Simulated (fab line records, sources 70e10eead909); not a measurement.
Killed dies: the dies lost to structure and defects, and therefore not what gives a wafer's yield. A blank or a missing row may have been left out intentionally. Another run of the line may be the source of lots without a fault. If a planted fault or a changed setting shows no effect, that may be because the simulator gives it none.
Matching of chambers ; flow nand harc ; NHARC_A_WL_FILL_ALD_02 on ald metal-03: 4 sister chambers
The step deposits TiN, target thk 2 nm, pulse time 3 s, ald cycles 100. 4 wafers are shown with their chamber, then 9 later ones without.

EACH WAFER AND ITS CHAMBER
wafer;chamber;heater power w (W)
L085.4;2;1191
L085.6;3;1071
L087.3;1;1088
L087.5;0;1269

WAFERS WITH NO CHAMBER GIVEN
wafer;heater power w (W)
L093.1;1236
L093.3;1088
L093.5;1087
L095.1;1196
L095.2;1197
L095.5;1194
L097.2;1054
L097.3;1111
L097.6;1293

WHICH CHAMBER EACH ONE RAN IN
wafer;from the rows above;in truth
L093.1;can't be placed: 0 or 2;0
L093.3;can't be placed: 1 or 3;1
L093.5;can't be placed: 1 or 3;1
L095.1;2;2
L095.2;2;2
L095.5;2;2
L097.2;can't be placed: 3 or 1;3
L097.3;can't be placed: 1 or 3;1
L097.6;0;0
4 of 9 placed correctly. Can't be placed from these rows: 5 (the true chamber is among the candidates in 5). Wrongly placed: 0.
How it was worked out, from the rows above alone: a wafer's distance from a chamber is the root of the sum, over the readings, of the square of ((its reading less the chamber's mean) divided by the reading's scatter). The wafer belongs to the nearest chamber; if the next one is less than 2 further off, it can't be placed. For every chamber, the mean is computed from those of its wafers that are shown. The scatter: with one shown wafer a chamber, the root of the mean of the squares of how far each hidden wafer lies from its nearest shown one.
